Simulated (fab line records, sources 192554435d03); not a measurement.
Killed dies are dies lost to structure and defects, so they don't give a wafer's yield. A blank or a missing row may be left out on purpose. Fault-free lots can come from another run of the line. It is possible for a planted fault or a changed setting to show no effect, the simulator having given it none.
fab line records	flow n5-finfet
record lots=6	wafers=18	last-day=22
route steps=1938 shown BEOL_M1@785 BEOL_M4@1111 PASSIVATION@1936
lots untouched by any fault: they come from a run of this same line in which no faults occurred
start-h: start of the lot's first displayed wafer, in hours after the record's first day	wait-h: hours elapsed since this lot's preceding step	" unchanged from the row above	L1.1+2: a row that stands for several wafers	- either no value or no given start	* or withheld: withheld	< > ~ a bound
route shown NAME@n: NAME is a module with steps in the file, n the number in the route of the first one	usual: mean/standard deviation of fault-free wafers	same: alike in all rows	chamber/n: place in a boat	sites: per-site readings	_std_site: standard deviation across them	_edge_site: inner sites' mean taken away from outer sites' mean	radius-mm: how far each site lies from the wafer's centre	mask NAME#n: copy n	behind: the most recent tool/chamber to have shaped the wafer	hold: cause of the lot's hold/its duration in hours/its outcome	device: the transistor (n, p or np) that didn't switch	end of line: the tests these same wafers got at the end of their route	a step given without rows: its recipe and nothing more	killed: not the wafer's yield, but the dies lost to structure and defects at the first sort	map: shows each die of a wafer: x if killed, . if not, _ if none is there
set.NAME: setting as actually run; set.NAME@STEP: the setting as run at that earlier step	model.NAME: the simulator's own value behind a step, which no gauge read
lots seen at some steps along the route; tables by step, rows by wafer
services: from which hour (start-h, from the record's first day; less than 0 if before it) a tool's chamber was out of use, for how many hours, and why
## steps
# step N5_BEOL_M1_DEVELOP_27
# recipe develop-time-s=30	developer=TMAH	resist=CAR-EUV	rinse-liquid=surfactant-rinse	dry=air-spin	dev-temp-c=23
# step N5_BEOL_M1_CD_MEAS_28
# recipe landing-energy-ev=500	detector=se-inlens	target-cd-y-nm=23.3
# usual cd-nm=23.98/0.22
lot.wafer	tool	chamber	start-h	wait-h	cd-nm
L835.1	cd-sem-02	0	133.55	-	24.25
L835.3	"	0	"	"	24.08
L835.6	"	0	"	"	23.94
L836.1	cd-sem-01	0	137.73	-	24.11
L836.2	"	0	"	"	24.20
L836.3	"	0	"	"	24.02
L844.1	cd-sem-01	0	185.26	-	24.01
L844.2	"	0	"	"	24.23
L844.3	"	0	"	"	24.18
L845.3	cd-sem-02	0	188.82	-	23.67
L845.4	"	0	"	"	23.79
L845.5	"	0	"	"	23.71
L848.1	cd-sem-02	0	207.94	-	23.97
L848.3	"	0	"	"	24.04
L848.4	"	0	"	"	23.87
L853.2	cd-sem-02	0	240.73	-	23.71
L853.3	"	0	"	"	23.94
L853.6	"	0	"	"	23.88
# step N5_BEOL_M1_OVL_MEAS_29
# recipe points-per-wafer=522
# usual V0_OVL=-0.5/0.8
lot.wafer	tool	chamber	start-h	wait-h	V0_OVL[nm]
L835.1	overlay-02	0	133.58	0.0	-2.1
L835.3	"	0	"	"	-1.5
L835.6	"	0	"	"	-0.2
L836.1	overlay-02	0	137.76	0.0	-0.5
L836.2	"	0	"	"	-1.0
L836.3	"	0	"	"	-0.5
L844.1	overlay-02	0	185.29	0.0	-0.1
L844.2	"	0	"	"	-0.1
L844.3	"	0	"	"	0.1
L845.3	overlay-02	0	188.86	0.0	0.1
L845.4	"	0	"	"	-1.4
L845.5	"	0	"	"	-0.5
L848.1	overlay-02	0	207.97	0.0	-1.1
L848.3	"	0	"	"	-0.6
L848.4	"	0	"	"	-1.1
L853.2	overlay-02	0	240.76	0.0	-0.4
L853.3	"	0	"	"	-0.4
L853.6	"	0	"	"	0.9
# step N5_BEOL_M1_INSPECT_30
# recipe mode=adi	inspect-instrument=brightfield
# usual raw-defect-count=382/85
lot.wafer	tool	chamber	start-h	wait-h	raw-defect-count
L835.1	defect-inspect-02	-	133.64	0.1	448
L835.3	"	-	"	"	312
L835.6	"	-	"	"	283
L836.1	defect-inspect-02	-	137.82	0.1	407
L836.2	"	-	"	"	351
L836.3	"	-	"	"	309
L844.1	defect-inspect-02	-	185.35	0.1	335
L844.2	"	-	"	"	382
L844.3	"	-	"	"	352
L845.3	defect-inspect-02	-	188.91	0.0	500
L845.4	"	-	"	"	500
L845.5	"	-	"	"	465
L848.1	defect-inspect-01	-	208.03	0.1	350
L848.3	"	-	"	"	344
L848.4	"	-	"	"	306
L853.2	defect-inspect-02	-	240.81	0.0	520
L853.3	"	-	"	"	670
L853.6	"	-	"	"	471
# step N5_BEOL_M1_DESCUM_33
# recipe chemistry=O2	time-s=7	source-power-w=50	bias-power-w=20	pressure-mtorr=20	rf-frequency-hz=2.712e+07	temp-c=40	resist=CAR-EUV	o2-flow-sccm=225
# usual drypump-motor-current-A=5.9/0.39	oes-product-au=0.80/0.083	rf-vpp-V=243.0/1.3	showerhead-plenum-p-Torr=2.08/0.069	throttle-valve-pct=20.39/0.15
lot.wafer	tool	chamber	start-h	wait-h	drypump-motor-current-A	oes-product-au	rf-hours-counter-h	rf-vpp-V	showerhead-plenum-p-Torr	throttle-valve-pct
L835.1	rie-diel-01	3	133.68	0.0	6.1	0.94	11	244.5	2.14	20.25
L835.3	"	2	"	"	5.7	0.84	58	242.5	2.13	20.62
L835.6	"	2	"	"	5.7	0.85	-	243.5	2.13	20.61
L836.1	rie-diel-06	2	137.85	0.0	5.5	0.82	95	243.3	2.12	20.33
L836.2	"	0	"	"	6.5	0.79	132	243.8	2.19	20.40
L836.3	"	3	"	"	5.8	0.70	221	243.1	1.98	20.27
L844.1	rie-diel-06	2	185.38	0.0	5.5	0.80	108	243.8	2.11	20.37
L844.2	"	1	"	"	6.2	0.95	13	241.8	2.05	20.44
L844.3	"	3	"	"	5.8	0.68	234	242.3	1.97	20.26
L845.3	rie-diel-03	3	188.94	0.0	6.2	0.82	97	242.0	2.02	20.22
L845.4	"	0	"	"	6.0	0.88	41	243.8	2.06	20.60
L845.5	"	1	"	"	5.2	0.69	-	244.3	2.15	20.25
L848.1	rie-diel-06	1	208.26	0.2	6.3	0.93	20	243.2	2.05	20.44
L848.3	"	2	"	"	5.5	0.79	115	244.0	2.11	20.36
L848.4	"	3	"	"	5.8	0.68	240	241.5	1.97	20.28
L853.2	rie-diel-06	3	240.85	0.0	5.8	0.68	249	241.4	1.97	20.30
L853.3	"	1	"	"	6.3	0.91	30	244.4	2.05	20.45
L853.6	"	0	"	"	6.5	0.75	-	243.1	2.18	20.43
# step N5_BEOL_M1_ETCH_77
# recipe chemistry=N2/H2	target=underlayer	target-depth-a=65	mask-material=CAR-EUV	time-s=5.2	ion-energy-ev=200	pressure-mtorr=30	source-w=840	bias-w=150	n2-flow-sccm=200	h2-flow-sccm=200	ends=cleared
# usual drypump-motor-current-A=5.9/0.39	etch-rf-on-time-s=5.20/0.077	h2-flow-sccm=200.0/0.61	oes-product-au=0.68/0.071	rf-vpp-V=523.6/2.5	showerhead-plenum-p-Torr=2.53/0.081	throttle-valve-pct=17.82/0.15
lot.wafer	tool	chamber	start-h	wait-h	drypump-motor-current-A	etch-rf-on-time-s	h2-flow-sccm	oes-product-au	rf-hours-counter-h	rf-vpp-V	showerhead-plenum-p-Torr	throttle-valve-pct
L835.1	rie-diel-01	3	133.71	0.0	6.1	5.11	199.2	0.79	11	527.8	2.61	17.67
L835.3	"	2	"	"	5.7	5.26	199.5	0.70	58	525.9	2.58	18.06
L835.6	"	2	"	"	5.7	5.21	200.3	0.70	-	525.8	2.58	18.04
L836.1	rie-diel-06	2	137.89	0.0	5.6	5.23	200.1	0.69	95	522.9	2.57	17.64
L836.2	"	0	"	"	6.5	5.26	200.3	0.66	132	526.3	2.65	17.84
L836.3	"	3	"	"	5.8	5.32	199.9	0.58	221	520.4	2.41	17.77
L844.1	rie-diel-06	2	185.42	0.0	5.5	5.20	200.6	0.68	108	523.8	2.57	17.70
L844.2	"	1	"	"	6.3	5.17	199.0	0.80	13	520.9	2.50	17.84
L844.3	"	3	"	"	5.8	5.24	199.8	0.58	234	520.5	2.40	17.77
L845.3	rie-diel-03	3	188.98	0.0	6.1	5.15	199.1	0.69	97	522.3	2.46	17.61
L845.4	"	0	"	"	6.0	5.20	200.8	0.75	41	521.7	2.49	17.92
L845.5	"	1	"	"	5.2	5.23	200.4	0.59	-	524.7	2.62	17.73
L848.1	rie-diel-06	1	208.29	0.0	6.3	5.15	200.3	0.79	20	521.3	2.50	17.86
L848.3	"	2	"	"	5.5	5.18	200.5	0.68	115	523.6	2.56	17.71
L848.4	"	3	"	"	5.8	5.25	200.4	0.58	240	520.8	2.40	17.78
L853.2	rie-diel-06	3	240.88	0.0	5.8	5.37	200.1	0.58	249	520.7	2.40	17.82
L853.3	"	1	"	"	6.3	5.22	199.9	0.78	30	523.4	2.49	17.88
L853.6	"	0	"	"	6.5	5.34	199.5	0.64	-	529.5	2.64	17.90
# step N5_BEOL_M1_ETCH_69
# recipe chemistry=CF4	target=SiARC	target-depth-a=156	mask-material=CAR-EUV	time-s=26	ion-energy-ev=80	pressure-mtorr=40	source-w=545	bias-w=36	Ar_flow_sccm=100	cf4-flow-sccm=100	ends=cleared
# usual cf4-flow-sccm=100.00/0.29	drypump-motor-current-A=5.9/0.38	etch-rf-on-time-s=26.0/0.38	oes-product-au=0.69/0.07	rf-vpp-V=184.0/1.1	showerhead-plenum-p-Torr=2.13/0.065	throttle-valve-pct=15.56/0.12
lot.wafer	tool	chamber	start-h	wait-h	cf4-flow-sccm	drypump-motor-current-A	etch-rf-on-time-s	oes-product-au	rf-hours-counter-h	rf-vpp-V	showerhead-plenum-p-Torr	throttle-valve-pct
L835.1	rie-diel-01	3	133.73	0.0	99.96	6.1	25.0	0.82	11	184.7	2.19	15.35
L835.3	"	2	"	"	99.99	5.7	25.8	0.71	58	185.0	2.18	15.77
L835.6	"	2	"	"	100.49	5.7	25.9	0.72	-	186.3	2.18	15.75
L836.1	rie-diel-06	2	137.90	0.0	99.59	5.5	25.5	0.70	95	184.6	2.16	15.49
L836.2	"	0	"	"	100.26	6.5	25.8	0.68	132	184.1	2.23	15.53
L836.3	"	3	"	"	100.65	5.8	25.9	0.60	221	182.4	2.03	15.50
L844.1	rie-diel-06	2	185.44	0.0	99.96	5.5	25.7	0.69	108	183.7	2.16	15.51
L844.2	"	1	"	"	99.65	6.3	25.9	0.81	13	182.6	2.11	15.60
L844.3	"	3	"	"	100.34	5.8	26.3	0.58	234	183.2	2.03	15.52
L845.3	rie-diel-03	3	188.99	0.0	99.79	6.2	26.1	0.70	97	182.6	2.07	15.43
L845.4	"	0	"	"	99.95	6.0	26.1	0.75	41	183.2	2.10	15.65
L845.5	"	1	"	"	100.13	5.2	26.5	0.59	-	184.6	2.20	15.53
L848.1	rie-diel-06	1	208.31	0.0	100.14	6.3	25.8	0.79	20	184.0	2.11	15.60
L848.3	"	2	"	"	100.08	5.5	25.5	0.68	115	184.2	2.16	15.52
L848.4	"	3	"	"	99.98	5.8	26.3	0.59	240	182.0	2.02	15.56
L853.2	rie-diel-06	3	240.90	0.0	100.43	5.8	26.5	0.58	249	182.3	2.02	15.56
L853.3	"	1	"	"	100.14	6.3	25.5	0.78	30	183.5	2.11	15.63
L853.6	"	0	"	"	99.45	6.5	26.7	0.64	-	185.5	2.22	15.59
# step N5_BEOL_M1_ALD_98
# recipe material=SiO2	target-thk-a=25	temp-c=100	ald-precursor-family=BDEAS	ald-co-reactant=O2-plasma	pulse-time-s=1	co-reactant-pulse-time-s=1	purge-time-s=2	co-reactant-purge-time-s=2	ald-cycles=17	pressure-torr=2
# step N5_BEOL_M1_ETCHBACK_99
# recipe chemistry=CHF3	target=SiO2	target-depth-a=50	time-s=10.4	source-w=215	bias-w=47	Ar_flow_sccm=200	CHF3_flow_sccm=12	ion-energy-ev=100	pressure-mtorr=30
# usual CHF3_flow_sccm=12.00/0.037	drypump-motor-current-A=5.8/0.35	oes-product-au=0.83/0.087	rf-vpp-V=239.1/2.9	showerhead-plenum-p-Torr=2.15/0.068	throttle-valve-pct=17.04/0.15
lot.wafer	tool	chamber	start-h	wait-h	CHF3_flow_sccm	drypump-motor-current-A	oes-product-au	rf-hours-counter-h	rf-vpp-V	showerhead-plenum-p-Torr	throttle-valve-pct
L835.1	rie-diel-01	2	135.80	1.9	12.02	5.7	0.83	60	241.3	2.18	17.22
L835.3	"	3	"	"	12.05	6.1	0.95	13	235.8	2.20	16.81
L835.6	"	3	"	"	12.02	6.0	0.95	-	237.3	2.20	16.81
L836.1	rie-diel-06	3	154.87	16.7	12.04	5.8	0.70	224	236.3	2.04	16.98
L836.2	"	2	"	"	11.96	5.5	0.81	99	240.2	2.18	17.00
L836.3	"	1	"	"	12.01	6.3	0.98	3	235.9	2.12	17.05
L844.1	rie-diel-06	1	192.11	6.5	12.01	6.3	0.93	15	233.7	2.12	17.06
L844.2	"	2	"	"	11.96	5.5	0.80	110	238.6	2.18	17.04
L844.3	"	3	"	"	12.04	5.8	0.68	236	236.9	2.04	16.99
L845.3	rie-diel-06	2	195.03	5.9	12.00	5.5	0.79	110	239.2	2.18	17.02
L845.4	"	0	"	"	11.93	6.5	0.76	149	241.4	2.24	17.03
L845.5	"	1	"	"	11.96	6.3	0.94	-	236.7	2.12	17.07
L848.1	rie-diel-01	3	210.45	1.5	11.99	6.1	0.90	38	236.4	2.19	16.86
L848.3	"	0	"	"	12.04	5.4	0.92	20	237.7	2.12	17.01
L848.4	"	0	"	"	12.01	5.4	0.91	-	236.6	2.12	17.04
L853.2	rie-diel-01	1	252.82	11.8	12.06	5.6	0.98	1	242.3	2.30	16.95
L853.3	"	3	"	"	12.01	6.1	0.88	51	234.7	2.18	16.87
L853.6	"	3	"	"	11.98	6.1	0.88	-	235.9	2.18	16.88
# step N5_BEOL_M1_ETCH_70
# recipe chemistry=N2/H2	target=SOC	target-depth-a=800	overetch-a=160	mask-material=SiARC	temp-c=40	time-s=120	ion-energy-ev=200	pressure-mtorr=30	source-w=840	bias-w=150	n2-flow-sccm=200	h2-flow-sccm=200
# usual drypump-motor-current-A=5.8/0.35	h2-flow-sccm=200.1/0.59	oes-product-au=0.63/0.063	rf-vpp-V=523.7/2.4	run-length-s=143.2/0.37	showerhead-plenum-p-Torr=2.54/0.083	throttle-valve-pct=17.80/0.17
lot.wafer	tool	chamber	start-h	wait-h	drypump-motor-current-A	h2-flow-sccm	oes-product-au	rf-hours-counter-h	rf-vpp-V	run-length-s	showerhead-plenum-p-Torr	throttle-valve-pct
L835.1	rie-diel-01	2	135.83	0.0	5.7	199.8	0.64	60	526.8	143.9	2.58	18.00
L835.3	"	3	"	"	6.1	199.3	0.72	13	525.8	142.7	2.61	17.60
L835.6	"	3	"	"	6.1	199.5	0.72	-	525.9	142.8	2.61	17.60
L836.1	rie-diel-06	3	154.90	0.0	5.8	199.8	0.53	224	519.9	144.1	2.41	17.71
L836.2	"	2	"	"	5.5	199.6	0.62	99	523.9	143.1	2.57	17.65
L836.3	"	1	"	"	6.3	200.0	0.75	3	523.6	142.8	2.50	17.79
L844.1	rie-diel-06	1	192.15	0.0	6.3	200.7	0.72	15	522.2	143.0	2.50	17.81
L844.2	"	2	"	"	5.5	200.0	0.61	110	523.8	143.1	2.57	17.69
L844.3	"	3	"	"	5.8	200.4	0.53	236	521.2	144.1	2.40	17.73
L845.3	rie-diel-06	2	195.06	0.0	5.5	199.8	0.61	110	524.8	143.5	2.57	17.67
L845.4	"	0	"	"	6.5	199.2	0.59	149	526.8	142.6	2.65	17.83
L845.5	"	1	"	"	6.3	200.8	0.71	-	521.7	142.8	2.50	17.81
L848.1	rie-diel-01	3	210.49	0.0	6.1	199.7	0.68	38	526.3	143.3	2.60	17.64
L848.3	"	0	"	"	5.4	200.1	0.69	20	522.0	143.5	2.49	17.73
L848.4	"	0	"	"	5.4	199.6	0.69	-	523.3	143.4	2.49	17.73
L853.2	rie-diel-01	1	252.85	0.0	5.6	199.9	0.75	1	528.0	143.0	2.72	17.79
L853.3	"	3	"	"	6.1	199.3	0.66	51	525.1	143.0	2.59	17.66
L853.6	"	3	"	"	6.1	199.1	0.67	-	526.2	143.3	2.59	17.67
# step N5_BEOL_M1_STRIP_71
# recipe chemistry=N2/H2	temp-c=40	n2-flow-sccm=200	h2-flow-sccm=200	rf-frequency-hz=6e+07
# step N5_BEOL_M1_STRIP_78
# recipe chemistry=N2/H2	temp-c=40	n2-flow-sccm=200	h2-flow-sccm=200	rf-frequency-hz=6e+07
# step N5_BEOL_M1_VIA_ETCH_34
# recipe chemistry=C4F6/O2	target-depth-a=678	mask-material=SOC	pressure-mtorr=15	ion-energy-ev=250	taper-deg=4	time-s=64.4	source-w=350	bias-w=170	Ar_flow_sccm=300	C4F6_flow_sccm=10	O2_flow_sccm=10
# usual drypump-motor-current-A=5.8/0.35	oes-product-au=0.83/0.088	rf-vpp-V=661/7.7	run-length-s=87.6/0.39	showerhead-plenum-p-Torr=2.84/0.086	throttle-valve-pct=30.75/0.17
lot.wafer	tool	chamber	start-h	wait-h	drypump-motor-current-A	oes-product-au	rf-hours-counter-h	rf-vpp-V	run-length-s	showerhead-plenum-p-Torr	throttle-valve-pct	model.etch.depth-nm	model.SOC_of_BEOL_M1_COAT_67.thk-nm
L835.1	rie-diel-01	2	135.93	0.0	5.7	0.82	60	671	87.7	2.88	30.94	67.39	51.8
L835.3	"	3	"	"	6.1	0.94	13	655	87.6	2.90	30.56	68.19	52
L835.6	"	3	"	"	6.1	0.95	-	653	87.2	2.90	30.55	69.31	51.8
L836.1	rie-diel-06	3	155.00	0.0	5.8	0.69	224	655	87.8	2.70	30.56	66.59	52.2
L836.2	"	2	"	"	5.5	0.81	99	664	87.8	2.88	30.76	67.88	52
L836.3	"	1	"	"	6.3	0.98	3	651	87.4	2.80	30.82	68.26	52
L844.1	rie-diel-06	1	192.25	0.0	6.3	0.94	15	651	79.6	2.80	30.83	59.73	53
L844.2	"	2	"	"	5.5	0.80	110	664	79.7	2.87	30.77	59.32	52.8
L844.3	"	3	"	"	5.8	0.68	236	655	80.6	2.69	30.54	58.14	53
L845.3	rie-diel-06	2	195.16	0.0	5.5	0.80	110	664	80.2	2.87	30.74	59.48	53
L845.4	"	0	"	"	6.5	0.76	149	669	79.2	2.96	30.67	58.56	53.4
L845.5	"	1	"	"	6.3	0.93	-	651	79.3	2.80	30.82	59.54	52.8
L848.1	rie-diel-01	3	210.59	0.0	6.1	0.89	38	653	87.9	2.89	30.59	68.85	52.4
L848.3	"	0	"	"	5.4	0.90	20	658	87.7	2.80	30.82	68.98	52.2
L848.4	"	0	"	"	5.4	0.92	-	659	88.1	2.80	30.82	69.2	52.2
L853.2	rie-diel-01	1	252.95	0.0	5.6	0.99	1	670	87.4	3.03	30.79	68.04	52.2
L853.3	"	3	"	"	6.1	0.87	51	654	87.3	2.88	30.60	68.7	52
L853.6	"	3	"	"	6.0	0.88	-	653	87.4	2.88	30.61	68.85	52
# step N5_BEOL_M1_STRIP_83
# recipe chemistry=C4F6/O2	resist=SiARC	rf-frequency-hz=6e+07
# step N5_BEOL_M4_RC_MEAS_101
# usual DIBL_N=36.3/1.1	DIBL_P=36.3/1.4	IOFF_N=0.155/0.019	IOFF_P=0.211/0.027	ION_N=672/8.5	ION_P=462/5.8	SS_N=71.5/0.56	SS_P=73.3/0.52	VT_N=249.9/2.5	VT_P=-249.8/2.8
lot.wafer	tool	chamber	start-h	wait-h	DIBL_N[mV/V]	DIBL_P[mV/V]	IOFF_N[nA/um]	IOFF_P[nA/um]	ION_N[uA/um]	ION_P[uA/um]	SS_N[mV/dec]	SS_P[mV/dec]	VT_N[mV]	VT_P[mV]
L835.1	prober-01	0	210.04	0.0	35.1	36.2	0.143	0.197	664	453	71.6	72.3	253.7	-249.6
L835.3	"	0	"	"	35.3	36.1	0.152	0.196	681	460	72.1	73.4	248.7	-252.2
L835.6	"	0	"	"	38.4	40.2	0.228	0.288	693	467	71.9	74.4	246.0	-245.8
L836.1	prober-01	0	228.39	0.0	36.2	36.4	0.158	0.187	679	458	71.1	73.5	246.5	-251.5
L836.2	"	0	"	"	35.3	35.3	0.145	0.165	671	450	71.6	72.4	248.8	-254.5
L836.3	"	0	"	"	36.3	37.8	0.167	0.203	676	466	72.0	73.7	247.9	-251.5
L844.1	prober-02	0	322.10	0.0	36.6	36.0	0.145	0.200	665	456	70.6	73.8	250.4	-251.5
L844.2	"	0	"	"	37.0	36.2	0.150	0.203	672	461	71.5	73.3	250.7	-250.7
L844.3	"	0	"	"	38.3	37.2	0.163	0.214	676	461	71.0	73.1	247.3	-252.3
L845.3	prober-01	0	324.41	0.3	36.5	36.3	0.144	0.179	664	454	71.0	72.9	252.7	-253.3
L845.4	"	0	"	"	37.4	38.0	0.157	0.202	668	453	71.6	73.4	251.0	-252.1
L845.5	"	0	"	"	37.2	37.4	0.153	0.197	668	454	72.6	73.4	248.3	-252.3
L848.1	prober-02	0	354.88	0.0	35.3	34.7	0.149	0.230	675	468	71.3	72.3	248.8	-244.9
L848.3	"	0	"	"	34.4	33.6	0.127	0.205	668	465	71.0	73.2	250.5	-245.8
L848.4	"	0	"	"	37.8	37.0	0.181	0.268	672	468	72.1	74.3	245.3	-246.3
L853.2	prober-02	0	391.49	0.2	35.5	36.1	0.146	0.202	671	463	71.5	72.4	251.1	-248.8
L853.3	"	0	"	"	36.0	36.0	0.147	0.205	675	466	70.9	72.3	251.9	-248.4
L853.6	"	0	"	"	34.5	34.1	0.123	0.172	663	464	70.9	72.8	253.5	-252.7
# step N5_PASSIVATION_PROBE_49
# usual defect-limited-yield=91.4/1.2	killed_at_M0_to_M3=34/10	killed_at_M4_up=14/5.1	killed-at-contacts=12/6.4	killed-at-front-end=38/9.3	killed-at-other=4/3	killed-dies=102/15	killed-open=67/12	killed-short=33/6.9	sort_bin_5_function=5.0/0.86	sort_bin_6_memory=3.2/0.58	sort-n-pass=1078/15	sort-yield-pct=91.4/1.2
# same gross-dies=1180	killed-at-back-side=0	sort_bin_4_leakage[%]=0	sort_bin_8_speed[%]=0
lot.wafer	tool	chamber	start-h	wait-h	defect-limited-yield[%]	killed_at_M0_to_M3	killed_at_M4_up	killed-at-contacts	killed-at-front-end	killed-at-other	killed-dies	killed-open	killed-short	sort_bin_5_function[%]	sort_bin_6_memory[%]	sort-n-pass	sort-yield-pct[%]
L848.1	prober-02	-	468.63	0.2	89.5	52	8	14	43	7	124	77	46	6.0	4.2	1056	89.5
L848.4	prober-02	-	468.78	0.4	92.7	19	5	17	41	4	86	54	31	4.7	2.2	1094	92.7
L853.2	prober-01	-	522.31	0.1	92.9	30	17	8	27	2	84	55	25	3.8	3.1	1096	92.9
L853.3	prober-01	-	522.36	0.1	93.1	37	15	12	17	1	82	52	27	4.6	2.4	1098	93.1
L853.6	prober-01	-	522.51	0.3	92.0	40	22	15	17	0	94	54	38	4.7	2.7	1086	92.0
# killed by level:class
L848.1 BEOL_M0_SAQP:geometric-particle:short=16 BEOL_M0_SAQP:geometric-particle:open=11 BEOL_M2:geometric-particle:open=11 MOL_CONTACT_COAG:geometric-particle:open=10 GATE_CUT:geometric-particle:short=9 FIN_SAQP:geometric-particle:open=8 STI_FIN_REVEAL:geometric-particle:open=7 BEOL_M3:geometric-particle:open=5
L848.4 MOL_CONTACT_COAG:geometric-particle:open=12 GATE_CUT:geometric-particle:short=10 FIN_SAQP:geometric-particle:open=5 STI_FIN_REVEAL:geometric-particle:open=5 MOL_CONTACT_COAG:geometric-particle:short=5 BEOL_M0_SAQP:geometric-particle:short=5 FIN_SAQP:geometric-particle:short=4 DUMMY_GATE:geometric-particle:open=4
L853.2 MOL_CONTACT_COAG:geometric-particle:open=7 BEOL_M0_SAQP:geometric-particle:short=7 BEOL_M0_SAQP:geometric-particle:open=7 GATE_CUT:geometric-particle:short=6 BEOL_M4:geometric-particle:open=6 STI_FIN_REVEAL:geometric-particle:open=5 FIN_SAQP:geometric-particle:open=4 GATE_CUT:geometric-particle:open=4
L853.3 BEOL_M2:geometric-particle:open=11 MOL_CONTACT_COAG:geometric-particle:open=9 BEOL_M0_SAQP:geometric-particle:short=9 BEOL_M4:geometric-particle:open=6 BEOL_M0_SAQP:geometric-particle:open=5 FIN_SAQP:geometric-particle:open=4 FIN_SAQP:geometric-particle:short=3 STI_FIN_REVEAL:geometric-particle:open=3
L853.6 MOL_CONTACT_COAG:geometric-particle:open=9 BEOL_M2:geometric-particle:open=9 BEOL_M4:geometric-particle:open=7 BEOL_M0_SAQP:geometric-particle:short=7 MOL_CONTACT_COAG:geometric-particle:short=6 BEOL_M0_SAQP:geometric-particle:open=6 STI_FIN_REVEAL:geometric-particle:short=5 STI_FIN_REVEAL:geometric-particle:open=4
## services
tool	chamber	start-h	hours	kind
rie-diel-06	1	123.02	-	clean
rie-diel-06	1	123.02	-	consumable-replace:focus-ring
rie-diel-06	1	123.02	17.3	scheduled-down
rie-diel-06	1	123.02	17.3	vent-cycle
rie-diel-03	0	125.34	6.0	repair
rie-diel-01	0	128.42	-	clean
rie-diel-01	0	128.42	-	consumable-replace:focus-ring
rie-diel-01	0	128.42	12.2	scheduled-down
rie-diel-01	0	128.42	12.2	vent-cycle
rie-diel-01	2	154.65	6.9	repair
rie-diel-01	0	189.86	5.1	repair
rie-diel-01	2	208.89	1.8	repair
rie-diel-01	-	225.35	2.8	pm
rie-diel-01	1	228.66	-	clean
rie-diel-01	1	228.66	-	consumable-replace:focus-ring
rie-diel-01	1	228.66	-	consumable-replace:showerhead
rie-diel-01	1	228.66	18.6	scheduled-down
rie-diel-01	1	228.66	18.6	vent-cycle
## key
first-sign step=N5_BEOL_M1_VIA_ETCH_34	reading=run-length-s	direction=down	sigmas=20	usual=*	struck=*
effect none on later readings
model-effect step=N5_BEOL_M1_VIA_ETCH_34	value=etch.depth-nm	without=67.23	struck=59.13
met-at N5_BEOL_M1_VIA_ETCH_34
struck-wafers L844.1,L844.2,L844.3,L845.3,L845.4,L845.5
onset-between 155.00 192.25
fault kind=process-parameter-drift	tool=rie-diel-06	chamber=-	onset-h=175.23	steps=N5_BEOL_M1_VIA_ETCH_34	channel=time-s	offset=*	shape=step	end-h=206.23	acts-in=*	stated=*
